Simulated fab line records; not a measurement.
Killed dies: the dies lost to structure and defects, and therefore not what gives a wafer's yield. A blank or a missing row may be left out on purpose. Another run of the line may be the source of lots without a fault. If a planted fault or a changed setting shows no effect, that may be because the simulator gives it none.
Matching of chambers / flow nand harc / rie diel-02 running NHARC_A_M1_DESCUM_14: 4 sister chambers
The step chemistry O2, time 3 s. 22 wafers are shown with their chamber, then 11 later ones without.

WAFERS PAIRED WITH THEIR CHAMBERS
wafer=L074.1; chamber=3; drypump motor current A (A)=6.61; rf vpp V (V)=56.4; o2 flow sccm (sccm)=200.8
wafer=L074.4; chamber=0; drypump motor current A (A)=5.72; rf vpp V (V)=57.1; o2 flow sccm (sccm)=199.8
wafer=L074.5; chamber=1; drypump motor current A (A)=6.11; rf vpp V (V)=58.3; o2 flow sccm (sccm)=199.5
wafer=L075.2; chamber=2; drypump motor current A (A)=5.50; rf vpp V (V)=58.4; o2 flow sccm (sccm)=200.8
wafer=L075.4; chamber=0; drypump motor current A (A)=5.72; rf vpp V (V)=58.1; o2 flow sccm (sccm)=200.5
wafer=L075.6; chamber=1; drypump motor current A (A)=6.10; rf vpp V (V)=58.4; o2 flow sccm (sccm)=200.1
wafer=L081.1; chamber=1; drypump motor current A (A)=6.14; rf vpp V (V)=57.6; o2 flow sccm (sccm)=199.6
wafer=L081.4; chamber=2; drypump motor current A (A)=5.51; rf vpp V (V)=57.1; o2 flow sccm (sccm)=200.9
wafer=L081.6; chamber=0; drypump motor current A (A)=5.73; rf vpp V (V)=58.0; o2 flow sccm (sccm)=200.4
wafer=L083.2; chamber=1; drypump motor current A (A)=6.14; rf vpp V (V)=56.9; o2 flow sccm (sccm)=199.6
wafer=L083.4; chamber=0; drypump motor current A (A)=5.72; rf vpp V (V)=57.2; o2 flow sccm (sccm)=198.9
wafer=L083.5; chamber=1; drypump motor current A (A)=6.12; rf vpp V (V)=57.1; o2 flow sccm (sccm)=200.1
wafer=L085.1; chamber=2; drypump motor current A (A)=5.52; rf vpp V (V)=59.6; o2 flow sccm (sccm)=200.3
wafer=L085.3; chamber=0; drypump motor current A (A)=5.73; rf vpp V (V)=58.6; o2 flow sccm (sccm)=200.1
wafer=L085.6; chamber=0; drypump motor current A (A)=5.75; rf vpp V (V)=57.5; o2 flow sccm (sccm)=200.4
wafer=L089.1; chamber=2; drypump motor current A (A)=5.52; rf vpp V (V)=58.2; o2 flow sccm (sccm)=199.6
wafer=L089.4; chamber=3; drypump motor current A (A)=6.57; rf vpp V (V)=58.0; o2 flow sccm (sccm)=199.5
wafer=L089.5; chamber=2; drypump motor current A (A)=5.50; rf vpp V (V)=58.3; o2 flow sccm (sccm)=200.1
wafer=L088.3; chamber=0; drypump motor current A (A)=5.73; rf vpp V (V)=57.7; o2 flow sccm (sccm)=200.0
wafer=L088.4; chamber=3; drypump motor current A (A)=6.61; rf vpp V (V)=57.2; o2 flow sccm (sccm)=200.4
wafer=L088.5; chamber=3; drypump motor current A (A)=6.62; rf vpp V (V)=56.0; o2 flow sccm (sccm)=200.3
wafer=L090.1; chamber=1; drypump motor current A (A)=6.07; rf vpp V (V)=59.9; o2 flow sccm (sccm)=200.7

SIGNATURES (means of the wafers above)
reading=drypump motor current A; chamber 0=5.7286; chamber 1=6.1133; chamber 2=5.5100; chamber 3=6.6025; scatter within a chamber=0.0184
reading=rf vpp V; chamber 0=57.743; chamber 1=58.033; chamber 2=58.320; chamber 3=56.900; scatter within a chamber=0.858
reading=o2 flow sccm; chamber 0=200.014; chamber 1=199.933; chamber 2=200.340; chamber 3=200.250; scatter within a chamber=0.522
Rule: a wafer lies at a distance from a chamber equal to the root of the sum of squares, over the readings, of (its reading less the chamber's mean, divided by the reading's scatter). If the next closest chamber is less than 2 further off than the closest, the wafer can't be placed; otherwise it belongs to the closest. The scatter is the square root of a quotient: the sum, over the shown wafers, of each reading's squared deviation from its chamber's mean, divided by wafers minus chambers.

WAFERS WHOSE CHAMBER IS MISSING
wafer=L090.3; drypump motor current A (A)=5.74; rf vpp V (V)=58.3; o2 flow sccm (sccm)=200.2
wafer=L090.6; drypump motor current A (A)=5.51; rf vpp V (V)=58.4; o2 flow sccm (sccm)=200.0
wafer=L093.2; drypump motor current A (A)=5.73; rf vpp V (V)=58.5; o2 flow sccm (sccm)=200.0
wafer=L093.3; drypump motor current A (A)=6.61; rf vpp V (V)=56.7; o2 flow sccm (sccm)=200.1
wafer=L093.4; drypump motor current A (A)=6.12; rf vpp V (V)=58.3; o2 flow sccm (sccm)=200.8
wafer=L096.1; drypump motor current A (A)=5.74; rf vpp V (V)=57.1; o2 flow sccm (sccm)=200.7
wafer=L096.2; drypump motor current A (A)=6.16; rf vpp V (V)=59.5; o2 flow sccm (sccm)=200.4
wafer=L096.6; drypump motor current A (A)=6.13; rf vpp V (V)=57.3; o2 flow sccm (sccm)=199.7
wafer=L096.3; drypump motor current A (A)=6.63; rf vpp V (V)=56.5; o2 flow sccm (sccm)=199.6
wafer=L096.4; drypump motor current A (A)=5.50; rf vpp V (V)=57.5; o2 flow sccm (sccm)=200.8
wafer=L096.5; drypump motor current A (A)=5.76; rf vpp V (V)=58.0; o2 flow sccm (sccm)=198.9

CHAMBER TAKEN BY EACH
wafer=L090.3; from the rows above=0; in truth=0
wafer=L090.6; from the rows above=2; in truth=2
wafer=L093.2; from the rows above=0; in truth=0
wafer=L093.3; from the rows above=3; in truth=3
wafer=L093.4; from the rows above=1; in truth=1
wafer=L096.1; from the rows above=0; in truth=0
wafer=L096.2; from the rows above=1; in truth=1
wafer=L096.6; from the rows above=1; in truth=1
wafer=L096.3; from the rows above=3; in truth=3
wafer=L096.4; from the rows above=2; in truth=2
wafer=L096.5; from the rows above=0; in truth=0
Correct placement for 11 of the 11. From these rows, 0 cannot be placed. Placed wrongly: 0.
